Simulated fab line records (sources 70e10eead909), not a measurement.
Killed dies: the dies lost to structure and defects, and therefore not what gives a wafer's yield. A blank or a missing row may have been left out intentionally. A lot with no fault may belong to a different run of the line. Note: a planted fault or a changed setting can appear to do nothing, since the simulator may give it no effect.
fab line records + flow nand_harc
record
- lots=11
- wafers=33
- last_day=34
route steps=1302 shown P_M0@266 P_M1@292 END@1302
lots that met no fault: from a run of the same line without faults
start_h: hours from the record's first day to the start of the lot's first wafer shown + wait_h: how many hours have passed since the lot's step before this one + " unchanged from the row above + L1.1+2: one row covering several wafers at once + - no value, or no start given + * or withheld: withheld + < > ~ a bound
route shown NAME@n: a module of which the file shows steps, and the number in the route of the first + usual: mean/standard deviation taken from wafers without a fault + same: alike in all rows + chamber/n: place in a boat + sites: each site's reading + _std_site: standard deviation across them + _edge_site: mean of outer sites minus mean of inner sites + radius_mm: how far each site lies from the wafer's centre + mask NAME#n: copy n + behind: the last tool/chamber to shape the wafer + hold: the reason the lot was held/the length of the hold in hours/how it ended + device: the transistor (n, p or np) that didn't switch + end of line: tests run on the same wafers once the route is complete + where a step has no rows: the recipe by itself + killed: dies that structure and defects cost at the first sort, which is not the same as the wafer's yield + map: per-die view of a wafer (x killed, . not killed, _ where there is no die)
set.NAME: the setting that was run; set.NAME@STEP: the one run at that earlier step + model.NAME: the simulator's own value behind a step, which no gauge read
route steps across a sampled set of lots; one table per step, one row per wafer
services: a tool's chamber out of use, with start hour (start_h, from the record's first day; less than 0 if before it), hours out, and reason
## steps
# step NHARC_P_M0_DESCUM_14
# recipe
- time_s=3
- o2_flow_sccm=200
- ar_flow_sccm=0
- bias_power_w=0
- chemistry=O2
# usual
- chamber_pressure_mTorr=59.99/0.049
- drypump_motor_current_A=5.8/0.33
- oes_product_au=1.002/0.0067
- rf_vpp_V=58.0/0.79
- showerhead_plenum_p_Torr=1.94/0.089
- throttle_valve_pct=11.312/0.0084
| lot.wafer | tool        | chamber | start_h | wait_h | chamber_pressure_mTorr | drypump_motor_current_A | oes_product_au | rf_hours_counter_h | rf_vpp_V | showerhead_plenum_p_Torr | throttle_valve_pct |
|-----------|-------------|---------|---------|--------|------------------------|-------------------------|----------------|--------------------|----------|--------------------------|--------------------|
| L320.4    | rie_diel-09 | 0       | 121.43  | 0.1    | 59.97                  | 6.0                     | 1.009          | 49                 | 57.5     | 1.82                     | 11.312             |
| L320.5    | "           | 2       | "       | "      | 59.96                  | 6.1                     | 1.009          | -                  | 56.2     | 1.78                     | 11.308             |
| L320.6    | "           | 3       | "       | "      | 60.09                  | 6.5                     | 0.999          | -                  | 57.5     | 1.95                     | 11.319             |
| L321.3    | rie_diel-08 | 2       | 138.28  | 0.1    | 60.04                  | 5.7                     | 1.011          | 21                 | 59.0     | 2.03                     | 11.312             |
| L321.2    | "           | 0       | "       | "      | 60.03                  | 6.0                     | 1.000          | 18                 | 58.7     | 1.99                     | 11.315             |
| L321.5    | "           | 2       | "       | "      | 59.87                  | 5.6                     | 0.997          | -                  | 58.7     | 2.03                     | 11.306             |
| L323.2    | rie_diel-08 | 2       | 148.07  | 0.1    | 60.04                  | 5.6                     | 0.990          | 22                 | 57.3     | 2.03                     | 11.305             |
| L323.3    | "           | 3       | "       | "      | 60.07                  | 5.9                     | 0.986          | 21                 | 58.0     | 2.02                     | 11.313             |
| L323.1    | "           | 0       | "       | "      | 60.02                  | 6.0                     | 0.995          | 19                 | 58.1     | 1.99                     | 11.291             |
| L326.1    | rie_diel-08 | 2       | 178.85  | 0.1    | 59.94                  | 5.6                     | 1.008          | 27                 | 59.0     | 2.02                     | 11.298             |
| L326.3    | "           | 2       | "       | "      | 59.99                  | 5.6                     | 1.013          | -                  | 58.7     | 2.02                     | 11.317             |
| L326.5    | "           | 2       | "       | "      | 60.07                  | 5.6                     | 1.013          | -                  | 58.4     | 2.02                     | 11.310             |
| L328.1    | rie_diel-01 | 3       | 197.52  | 0.1    | 59.97                  | 5.8                     | 1.008          | 58                 | 58.3     | 1.83                     | 11.323             |
| L328.3    | "           | 0       | "       | "      | 60.03                  | 5.4                     | 1.008          | 54                 | 58.2     | 1.90                     | 11.312             |
| L328.6    | "           | 1       | "       | "      | 60.02                  | 5.5                     | 0.998          | -                  | 58.5     | 1.94                     | 11.321             |
| L327.3    | rie_diel-01 | 3       | 197.97  | 0.1    | 59.97                  | 5.8                     | 1.005          | 58                 | 58.8     | 1.83                     | 11.301             |
| L327.4    | "           | 0       | "       | "      | 59.98                  | 5.4                     | 1.010          | 55                 | 57.4     | 1.90                     | 11.301             |
| L327.1    | "           | 2       | "       | "      | 59.95                  | 5.8                     | 1.006          | 53                 | 57.5     | 1.76                     | 11.326             |
| L332.4    | rie_diel-08 | 2       | 238.70  | 0.1    | 59.97                  | 5.6                     | 1.003          | 8                  | 59.4     | 2.02                     | 11.300             |
| L332.3    | "           | 0       | "       | "      | 60.01                  | 6.0                     | 1.001          | 9                  | 59.4     | 1.99                     | 11.295             |
| L332.6    | "           | 2       | "       | "      | 60.00                  | 5.6                     | 1.009          | -                  | 58.9     | 2.02                     | 11.322             |
| L337.4    | rie_diel-01 | 3       | 297.34  | 0.1    | 59.95                  | 5.8                     | 0.999          | 29                 | 57.4     | 1.82                     | 11.323             |
| L337.3    | "           | 0       | "       | "      | 60.02                  | 5.4                     | 0.990          | 29                 | 57.9     | 1.89                     | 11.317             |
| L337.6    | "           | 2       | "       | "      | 60.03                  | 5.7                     | 0.997          | -                  | 58.1     | 2.07                     | 11.312             |
| L339.2    | rie_diel-01 | 3       | 307.30  | 0.1    | 60.02                  | 5.9                     | 1.006          | 32                 | 57.4     | 1.82                     | 11.309             |
| L339.6    | "           | 2       | "       | "      | 59.97                  | 5.8                     | 1.004          | -                  | 57.3     | 2.07                     | 11.309             |
| L339.5    | "           | 3       | "       | "      | 60.01                  | 5.9                     | 1.013          | -                  | 58.1     | 1.82                     | 11.316             |
| L340.4    | rie_diel-08 | 3       | 321.07  | 0.1    | 60.05                  | 5.8                     | 1.009          | 19                 | 57.8     | 2.01                     | 11.307             |
| L340.2    | "           | 0       | "       | "      | 59.98                  | 6.0                     | 1.005          | 19                 | 57.9     | 1.98                     | 11.290             |
| L340.6    | "           | 3       | "       | "      | 60.03                  | 5.8                     | 0.996          | -                  | 58.5     | 2.01                     | 11.302             |
| L342.3    | rie_diel-08 | 0       | 348.73  | 0.1    | 59.96                  | 6.0                     | 0.992          | 25                 | 57.2     | 1.98                     | 11.321             |
| L342.2    | "           | 1       | "       | "      | 59.98                  | 6.1                     | 0.998          | 22                 | 58.0     | 1.85                     | 11.304             |
| L342.1    | "           | 2       | "       | "      | 60.03                  | 5.6                     | 0.999          | 24                 | 57.5     | 2.02                     | 11.318             |
# step NHARC_P_M0_PRE_CLEAN_31
# recipe
- time_s=12
- temp_c=370
- rf_power_w=300
- gas=NH3
# usual
- heater_power_w=620/67
| lot.wafer | tool     | chamber | start_h | wait_h | heater_power_w | since_wet_clean_h |
|-----------|----------|---------|---------|--------|----------------|-------------------|
| L320.4    | pecvd-01 | 0       | 124.20  | 0.1    | 622            | -                 |
| L320.6    | "        | 1       | "       | "      | 708            | -                 |
| L320.5    | "        | 2       | "       | "      | 592            | -                 |
| L321.2    | pecvd-02 | 1       | 140.85  | 0.1    | 516            | 82                |
| L321.3    | "        | 2       | "       | "      | 562            | 82                |
| L321.5    | "        | 2       | "       | "      | 541            | -                 |
| L323.2    | pecvd-03 | 2       | 150.61  | 0.1    | 686            | 134               |
| L323.1    | "        | 0       | "       | "      | 719            | 134               |
| L323.3    | "        | 1       | "       | "      | 630            | 134               |
| L326.1    | pecvd-01 | 2       | 181.52  | 0.1    | 524            | 38                |
| L326.3    | "        | 1       | "       | "      | 695            | 38                |
| L326.5    | "        | 2       | "       | "      | 524            | -                 |
| L328.3    | pecvd-01 | 2       | 200.11  | 0.1    | 525            | 57                |
| L328.1    | "        | 1       | "       | "      | 639            | 57                |
| L328.6    | "        | 1       | "       | "      | 642            | -                 |
| L327.3    | pecvd-01 | 1       | 200.69  | 0.1    | 594            | 57                |
| L327.1    | "        | 2       | "       | "      | 552            | 57                |
| L327.4    | "        | 0       | "       | "      | 560            | -                 |
| L332.3    | pecvd-03 | 0       | 241.27  | 0.1    | 714            | 43                |
| L332.4    | "        | 1       | "       | "      | 599            | -                 |
| L332.6    | "        | 0       | "       | "      | 707            | -                 |
| L337.3    | pecvd-02 | 1       | 299.88  | 0.1    | 579            | 60                |
| L337.6    | "        | 0       | "       | "      | 592            | -                 |
| L337.4    | "        | 2       | "       | "      | 550            | -                 |
| L339.2    | pecvd-03 | 2       | 309.86  | 0.1    | 688            | 112               |
| L339.5    | "        | 1       | "       | "      | 674            | -                 |
| L339.6    | "        | 0       | "       | "      | 584            | -                 |
| L340.2    | pecvd-02 | 2       | 324.25  | 0.1    | 581            | 84                |
| L340.4    | "        | 0       | "       | "      | 559            | -                 |
| L340.6    | "        | 2       | "       | "      | 572            | -                 |
| L342.3    | pecvd-01 | 0       | 351.33  | 0.1    | 587            | 27                |
| L342.1    | "        | 1       | "       | "      | 720            | 27                |
| L342.2    | "        | 2       | "       | "      | 508            | 27                |
# step NHARC_P_M0_DEP_32
# recipe
- target_thk_a=300
- temp_c=370
- target_thk_nm=30
- pressure_torr=3
- flow_sccm=200
- rf_w=450
- material=SiCN
# usual
- heater_power_w=572/77
| lot.wafer | tool     | chamber | start_h | wait_h | heater_power_w | since_wet_clean_h |
|-----------|----------|---------|---------|--------|----------------|-------------------|
| L320.4    | pecvd-01 | 0       | 124.37  | 0.2    | 578            | -                 |
| L320.6    | "        | 1       | "       | "      | 603            | -                 |
| L320.5    | "        | 2       | "       | "      | 513            | -                 |
| L321.2    | pecvd-02 | 1       | 140.96  | 0.1    | 452            | 82                |
| L321.3    | "        | 2       | "       | "      | 568            | 82                |
| L321.5    | "        | 2       | "       | "      | 565            | -                 |
| L323.2    | pecvd-03 | 2       | 150.69  | 0.1    | 677            | 134               |
| L323.1    | "        | 0       | "       | "      | 617            | 134               |
| L323.3    | "        | 1       | "       | "      | 530            | 134               |
| L326.1    | pecvd-01 | 2       | 181.60  | 0.1    | 436            | 38                |
| L326.3    | "        | 1       | "       | "      | 668            | 38                |
| L326.5    | "        | 2       | "       | "      | 441            | -                 |
| L328.3    | pecvd-01 | 2       | 200.19  | 0.1    | 481            | 57                |
| L328.1    | "        | 1       | "       | "      | 668            | 57                |
| L328.6    | "        | 1       | "       | "      | 666            | -                 |
| L327.3    | pecvd-01 | 1       | 200.76  | 0.1    | 637            | 57                |
| L327.1    | "        | 2       | "       | "      | 473            | 57                |
| L327.4    | "        | 0       | "       | "      | 550            | -                 |
| L332.3    | pecvd-03 | 0       | 241.41  | 0.1    | 627            | 43                |
| L332.4    | "        | 1       | "       | "      | 580            | -                 |
| L332.6    | "        | 0       | "       | "      | 604            | -                 |
| L337.3    | pecvd-02 | 1       | 299.99  | 0.1    | 499            | 60                |
| L337.6    | "        | 0       | "       | "      | 524            | -                 |
| L337.4    | "        | 2       | "       | "      | 538            | -                 |
| L339.2    | pecvd-03 | 2       | 309.97  | 0.1    | 721            | 112               |
| L339.5    | "        | 1       | "       | "      | 597            | -                 |
| L339.6    | "        | 0       | "       | "      | 680            | -                 |
| L340.2    | pecvd-02 | 2       | 324.39  | 0.1    | 502            | 84                |
| L340.4    | "        | 0       | "       | "      | 446            | -                 |
| L340.6    | "        | 2       | "       | "      | 504            | -                 |
| L342.3    | pecvd-01 | 0       | 351.41  | 0.1    | 526            | 27                |
| L342.1    | "        | 1       | "       | "      | 698            | 27                |
| L342.2    | "        | 2       | "       | "      | 487            | 27                |
# step NHARC_P_M1_EXPOSE_06
# recipe
- na=1.35
- target_cd_nm=130
- dose_mj=81.88
- mask_id=P_M1
# usual
- exposure_dose_mJ_cm2=81.77/0.076
| lot.wafer | tool            | chamber | start_h | wait_h | mask   | exposure_dose_mJ_cm2 |
|-----------|-----------------|---------|---------|--------|--------|----------------------|
| L320.4    | arfi_scanner-01 | 0       | 125.24  | -      | P_M1#0 | 81.94                |
| L320.5    | "               | 0       | "       | "      | P_M1#0 | 81.94                |
| L320.6    | "               | 0       | "       | "      | P_M1#0 | 81.82                |
| L321.2    | arfi_scanner-03 | 0       | 142.00  | -      | P_M1#0 | 81.78                |
| L321.3    | "               | 0       | "       | "      | P_M1#0 | 81.76                |
| L321.5    | "               | 0       | "       | "      | P_M1#0 | 81.72                |
| L323.1    | arfi_scanner-01 | 0       | 151.80  | -      | P_M1#0 | 81.84                |
| L323.2    | "               | 0       | "       | "      | P_M1#0 | 81.77                |
| L323.3    | "               | 0       | "       | "      | P_M1#0 | 81.77                |
| L326.1    | arfi_scanner-01 | 0       | 182.70  | -      | P_M1#0 | 81.79                |
| L326.3    | "               | 0       | "       | "      | P_M1#0 | 81.75                |
| L326.5    | "               | 0       | "       | "      | P_M1#0 | 81.72                |
| L328.1    | arfi_scanner-01 | 0       | 201.17  | -      | P_M1#0 | 81.83                |
| L328.3    | "               | 0       | "       | "      | P_M1#0 | 81.80                |
| L328.6    | "               | 0       | "       | "      | P_M1#0 | 81.69                |
| L327.1    | arfi_scanner-01 | 0       | 201.72  | -      | P_M1#0 | 81.78                |
| L327.3    | "               | 0       | "       | "      | P_M1#0 | 81.73                |
| L327.4    | "               | 0       | "       | "      | P_M1#0 | 81.84                |
| L332.3    | arfi_scanner-01 | 0       | 242.46  | -      | P_M1#0 | 78.22                |
| L332.4    | "               | 0       | "       | "      | P_M1#0 | 78.17                |
| L332.6    | "               | 0       | "       | "      | P_M1#0 | 78.33                |
| L337.3    | arfi_scanner-01 | 0       | 301.06  | -      | P_M1#0 | 79.07                |
| L337.4    | "               | 0       | "       | "      | P_M1#0 | 79.00                |
| L337.6    | "               | 0       | "       | "      | P_M1#0 | 78.89                |
| L339.2    | arfi_scanner-03 | 0       | 310.91  | -      | P_M1#0 | 81.69                |
| L339.5    | "               | 0       | "       | "      | P_M1#0 | 81.63                |
| L339.6    | "               | 0       | "       | "      | P_M1#0 | 81.79                |
| L340.2    | arfi_scanner-02 | 0       | 325.42  | -      | P_M1#0 | 81.74                |
| L340.4    | "               | 0       | "       | "      | P_M1#0 | 81.67                |
| L340.6    | "               | 0       | "       | "      | P_M1#0 | 81.74                |
| L342.1    | arfi_scanner-03 | 0       | 352.52  | -      | P_M1#0 | 81.82                |
| L342.2    | "               | 0       | "       | "      | P_M1#0 | 81.67                |
| L342.3    | "               | 0       | "       | "      | P_M1#0 | 81.73                |
# step NHARC_P_M1_CD_MEAS_09
# recipe
- target_cd_nm=130
- landing_energy_ev=500
# usual
- cd_nm=130.0/0.43
# same
- landing_energy_ev=500
| lot.wafer | tool      | chamber | start_h | wait_h | cd_nm |
|-----------|-----------|---------|---------|--------|-------|
| L320.4    | cd_sem-01 | 0       | 125.37  | -      | 129.9 |
| L320.5    | "         | 0       | "       | "      | 129.8 |
| L320.6    | "         | 0       | "       | "      | 129.9 |
| L321.2    | cd_sem-03 | 0       | 142.14  | -      | 129.6 |
| L321.3    | "         | 0       | "       | "      | 130.0 |
| L321.5    | "         | 0       | "       | "      | 129.5 |
| L323.1    | cd_sem-03 | 0       | 151.94  | -      | 129.8 |
| L323.2    | "         | 0       | "       | "      | 129.9 |
| L323.3    | "         | 0       | "       | "      | 129.6 |
| L326.1    | cd_sem-02 | 0       | 182.84  | -      | 130.3 |
| L326.3    | "         | 0       | "       | "      | 130.2 |
| L326.5    | "         | 0       | "       | "      | 130.3 |
| L328.1    | cd_sem-01 | 0       | 201.31  | -      | 130.3 |
| L328.3    | "         | 0       | "       | "      | 130.3 |
| L328.6    | "         | 0       | "       | "      | 130.0 |
| L327.1    | cd_sem-01 | 0       | 201.86  | -      | 129.8 |
| L327.3    | "         | 0       | "       | "      | 130.5 |
| L327.4    | "         | 0       | "       | "      | 130.3 |
| L332.3    | cd_sem-02 | 0       | 242.60  | -      | 127.8 |
| L332.4    | "         | 0       | "       | "      | 128.2 |
| L332.6    | "         | 0       | "       | "      | 128.1 |
| L337.3    | cd_sem-03 | 0       | 301.20  | -      | 128.5 |
| L337.4    | "         | 0       | "       | "      | 128.7 |
| L337.6    | "         | 0       | "       | "      | 128.4 |
| L339.2    | cd_sem-02 | 0       | 311.04  | -      | 129.6 |
| L339.5    | "         | 0       | "       | "      | 129.7 |
| L339.6    | "         | 0       | "       | "      | 130.1 |
| L340.2    | cd_sem-01 | 0       | 325.56  | -      | 129.8 |
| L340.4    | "         | 0       | "       | "      | 129.1 |
| L340.6    | "         | 0       | "       | "      | 129.5 |
| L342.1    | cd_sem-01 | 0       | 352.66  | -      | 130.3 |
| L342.2    | "         | 0       | "       | "      | 129.8 |
| L342.3    | "         | 0       | "       | "      | 129.8 |
# step NHARC_END_SORT_01
# recipe
- temp_c=25
# usual
- defect_limited_yield=91.7/2.8
- killed_at_array=52/19
- killed_at_other=0.8/1
- killed_at_periphery=3.7/2.5
- killed_dies=56/19
- killed_open=3.5/2
- killed_short=2.2/1.4
- sort_bin_2_pct=2.9/1.2
- sort_bin_3_pct=0.6/0.36
- sort_bin_4_pct=4.8/1.6
- sort_n_pass=621/19
- sort_rim_yield_pct=92/3.9
- sort_yield_pct=91.7/2.8
# same
- gross_dies=677
- sort_bin_5_pct[%]=0
- sort_bin_6_pct[%]=0
- sort_bin_7_pct[%]=0
- sort_bin_8_pct[%]=0
- sort_rim_n_gross=106.00
| lot.wafer | tool      | chamber | start_h | wait_h | defect_limited_yield[%] | killed_at_array | killed_at_other | killed_at_periphery | killed_dies | killed_open | killed_short | sort_bin_2_pct[%] | sort_bin_3_pct[%] | sort_bin_4_pct[%] | sort_n_pass | sort_rim_yield_pct[%] | sort_yield_pct[%] |
|-----------|-----------|---------|---------|--------|-------------------------|-----------------|-----------------|---------------------|-------------|-------------|--------------|-------------------|-------------------|-------------------|-------------|-----------------------|-------------------|
| L321.2    | prober-02 | 0       | 571.12  | 2.8    | 95.7                    | 26              | 2               | 1                   | 29          | 4           | 6            | 1.6               | 0                 | 2.7               | 648         | 97                    | 95.7              |
| L321.3    | prober-02 | 0       | 571.92  | 3.1    | 97.6                    | 14              | 0               | 2                   | 16          | 0           | 1            | 0.6               | 0.1               | 1.6               | 661         | 99                    | 97.6              |
| L321.5    | prober-02 | 0       | 573.52  | 3.7    | 95.0                    | 31              | 1               | 2                   | 34          | 5           | 1            | 2.2               | 0.1               | 2.7               | 643         | 95                    | 95.0              |
| L326.1    | prober-01 | 0       | 605.22  | 2.5    | 91.3                    | 52              | 1               | 6                   | 59          | 5           | 4            | 3.0               | 0.6               | 5.2               | 618         | 97                    | 91.3              |
| L326.3    | prober-01 | 0       | 606.81  | 3.1    | 91.7                    | 52              | 0               | 4                   | 56          | 4           | 2            | 2.5               | 0.9               | 4.9               | 621         | 99                    | 91.7              |
| L326.5    | prober-01 | 0       | 608.40  | 3.7    | 93.2                    | 40              | 0               | 6                   | 46          | 1           | 0            | 2.1               | 1.3               | 3.4               | 631         | 95                    | 93.2              |
| L332.3    | prober-02 | 0       | 693.21  | 3.1    | 85.4                    | 95              | 3               | 1                   | 99          | 4           | 5            | 5.2               | 1.3               | 8.1               | 578         | 87                    | 85.4              |
| L332.4    | prober-02 | 0       | 694.00  | 3.4    | 86.9                    | 87              | 0               | 2                   | 89          | 5           | 3            | 5.0               | 0.7               | 7.4               | 588         | 88                    | 86.9              |
| L332.6    | prober-02 | 0       | 695.59  | 4.0    | 83.5                    | 100             | 5               | 7                   | 112         | 5           | 4            | 5.6               | 1.0               | 9.9               | 565         | 89                    | 83.5              |
| L339.2    | prober-01 | 0       | 741.02  | 2.8    | 88.0                    | 78              | 0               | 3                   | 81          | 2           | 3            | 4.9               | 0.4               | 6.6               | 596         | 88                    | 88.0              |
| L339.5    | prober-01 | 0       | 743.42  | 3.7    | 89.8                    | 62              | 0               | 7                   | 69          | 4           | 1            | 3.2               | 0.4               | 6.5               | 608         | 86                    | 89.8              |
| L339.6    | prober-01 | 0       | 744.22  | 4.0    | 88.5                    | 70              | 0               | 8                   | 78          | 1           | 1            | 4.0               | 1.3               | 6.2               | 599         | 93                    | 88.5              |
# killed by level:class
L321.2 A_CHANNEL_HOLE_D2:chamber_film_flake=7 A_CONTACT:chamber_film_flake=5 A_SOURCE_PLATE:geometric_particle:short=1 A_ONON_D1:geometric_particle:short=1 A_CHANNEL_HOLE_D1:geometric_particle:open=1 A_CHANNEL_FILL_D1:geometric_particle:short=1 A_CHANNEL_FILL_D1:geometric_particle:open=1 A_ONON_D2:geometric_particle:open=1
L321.3 A_CHANNEL_HOLE_D2:chamber_film_flake=6 A_CHANNEL_HOLE_D1:chamber_film_flake=3 A_STAIRCASE:chamber_film_flake=2 P_M0:geometric_particle:short=1 P_CONTACT:chamber_film_flake=1 A_CHANNEL_FILL_D2:chamber_film_flake=1 A_WL_FILL:chamber_film_flake=1 A_CONTACT:chamber_film_flake=1
L321.5 A_CHANNEL_HOLE_D2:chamber_film_flake=14 A_STAIRCASE:chamber_film_flake=5 A_CHANNEL_HOLE_D1:chamber_film_flake=3 A_ONON_D1:geometric_particle:open=2 A_CONTACT:chamber_film_flake=2 P_CONTACT:geometric_particle:open=1 A_CHANNEL_FILL_D1:geometric_particle:open=1 A_ONON_D2:geometric_particle:open=1
L326.1 A_SLIT:chamber_film_flake=26 A_CHANNEL_HOLE_D2:chamber_film_flake=11 P_M2:chamber_film_flake=3 A_CHANNEL_HOLE_D1:chamber_film_flake=3 A_CONTACT:chamber_film_flake=3 A_DECK1_JOINT:geometric_particle:short=2 P_STI:geometric_particle:open=1 A_ONON_D1:geometric_particle:open=1
L326.3 A_SLIT:chamber_film_flake=29 A_CHANNEL_HOLE_D2:chamber_film_flake=12 A_CHANNEL_HOLE_D1:chamber_film_flake=3 P_M2:chamber_film_flake=2 A_CONTACT:chamber_film_flake=2 P_CONTACT:geometric_particle:open=1 A_ONON_D1:geometric_particle:open=1 A_ONON_D2:geometric_particle:short=1
L326.5 A_SLIT:chamber_film_flake=26 A_CHANNEL_HOLE_D2:chamber_film_flake=10 P_M2:chamber_film_flake=4 A_CONTACT:chamber_film_flake=2 P_M2:geometric_particle:open=1 P_STI:chamber_film_flake=1 A_CHANNEL_HOLE_D1:chamber_film_flake=1 A_STAIRCASE:chamber_film_flake=1
L332.3 A_SLIT:chamber_film_flake=31 A_CHANNEL_HOLE_D1:chamber_film_flake=24 A_CHANNEL_HOLE_D2:chamber_film_flake=16 A_STAIRCASE:chamber_film_flake=12 A_WL_FILL:chamber_film_flake=3 THIN_TSV:chamber_film_flake=2 P_M2:geometric_particle:short=1 A_SOURCE_PLATE:geometric_particle:short=1
L332.4 A_SLIT:chamber_film_flake=36 A_CHANNEL_HOLE_D1:chamber_film_flake=16 A_CHANNEL_HOLE_D2:chamber_film_flake=14 A_STAIRCASE:chamber_film_flake=8 A_WL_FILL:chamber_film_flake=3 P_CONTACT:geometric_particle:open=1 A_CHANNEL_HOLE_D1:geometric_particle:open=1 A_CHANNEL_FILL_D1:geometric_particle:open=1
L332.6 A_SLIT:chamber_film_flake=33 A_CHANNEL_HOLE_D1:chamber_film_flake=26 A_CHANNEL_HOLE_D2:chamber_film_flake=22 A_STAIRCASE:chamber_film_flake=7 THIN_TSV:chamber_film_flake=5 P_GATE:chamber_film_flake=3 A_CONTACT:chamber_film_flake=3 P_ZERO_WELL:chamber_film_flake=2
L339.2 A_SLIT:chamber_film_flake=35 A_CHANNEL_HOLE_D1:chamber_film_flake=31 A_WL_FILL:chamber_film_flake=4 A_ONON_D2:geometric_particle:short=2 P_GATE:chamber_film_flake=2 A_CONTACT:chamber_film_flake=2 A_ONON_D1:geometric_particle:open=1 A_WL_FILL:geometric_particle:short=1
L339.5 A_SLIT:chamber_film_flake=33 A_CHANNEL_HOLE_D1:chamber_film_flake=15 A_CONTACT:chamber_film_flake=5 P_GATE:chamber_film_flake=4 A_STAIRCASE:chamber_film_flake=3 A_WL_FILL:chamber_film_flake=2 P_CONTACT:geometric_particle:short=1 P_M0:geometric_particle:open=1
L339.6 A_CHANNEL_HOLE_D1:chamber_film_flake=32 A_SLIT:chamber_film_flake=32 A_CONTACT:chamber_film_flake=4 P_GATE:chamber_film_flake=3 P_CONTACT:chamber_film_flake=3 P_CONTACT:geometric_particle:short=1 P_CONTACT:geometric_particle:open=1 A_STAIRCASE:chamber_film_flake=1
## services
| tool            | chamber | start_h | hours | kind   |
|-----------------|---------|---------|-------|--------|
| pecvd-02        | -       | 128.49  | 1.2   | repair |
| pecvd-01        | -       | 130.36  | 13.0  | pm     |
| pecvd-03        | -       | 146.65  | 1.3   | repair |
| pecvd-01        | -       | 148.28  | 1.9   | repair |
| pecvd-01        | -       | 157.65  | 0.9   | repair |
| arfi_scanner-01 | -       | 164.31  | 0.5   | repair |
| rie_diel-08     | 1       | 166.63  | 15.2  | repair |
| rie_diel-08     | 0       | 173.04  | 23.7  | repair |
| rie_diel-01     | 0       | 184.62  | 5.9   | repair |
| pecvd-03        | -       | 185.13  | 13.0  | pm     |
| rie_diel-08     | -       | 191.83  | 9.0   | pm     |
| arfi_scanner-03 | -       | 198.32  | 4.0   | pm     |
| rie_diel-01     | -       | 207.04  | 9.0   | pm     |
| arfi_scanner-03 | -       | 209.94  | 0.7   | repair |
| rie_diel-01     | -       | 220.11  | 1.7   | repair |
| pecvd-02        | -       | 227.19  | 13.0  | pm     |
| rie_diel-08     | 1       | 231.15  | 4.8   | repair |
| rie_diel-01     | -       | 237.82  | 0.8   | repair |
| arfi_scanner-01 | -       | 252.00  | 4.0   | pm     |
| arfi_scanner-03 | -       | 260.85  | 0.5   | repair |
| pecvd-03        | 1       | 275.86  | 7.8   | repair |
| arfi_scanner-01 | -       | 285.44  | 10.8  | repair |
| pecvd-01        | -       | 311.36  | 13.0  | pm     |
| pecvd-03        | 0       | 327.13  | 10.3  | repair |
## key
first_sign
- step=NHARC_P_M1_EXPOSE_06
- reading=exposure_dose_mJ_cm2
- direction=down
- sigmas=41
- usual=81.77
- struck=78.61
effect
- step=NHARC_P_M1_CD_MEAS_09
- reading=cd_nm
- direction=down
- sigmas=4
- usual=130.0
- struck=128.3
- through=control_loop
met_at NHARC_P_M1_EXPOSE_06
struck_lots L332,L337
loop_trim
- step=NHARC_P_M1_EXPOSE_06
- setting=dose
- lots=L337
not_acting_at NHARC_P_M0_DESCUM_14,NHARC_P_M0_PRE_CLEAN_31,NHARC_P_M0_DEP_32
onset_between 201.72 242.46
fault
- kind=process_parameter_drift
- tool=arfi_scanner-01
- chamber=-
- onset_h=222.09
- steps=NHARC_P_M1_EXPOSE_06
- channel=dose_mj
- offset=-3.5658
- shape=step
- acts_in=these_recipes_only
- stated=81.88
# loop_trim: a control loop set the setting to another value than it would have without faults
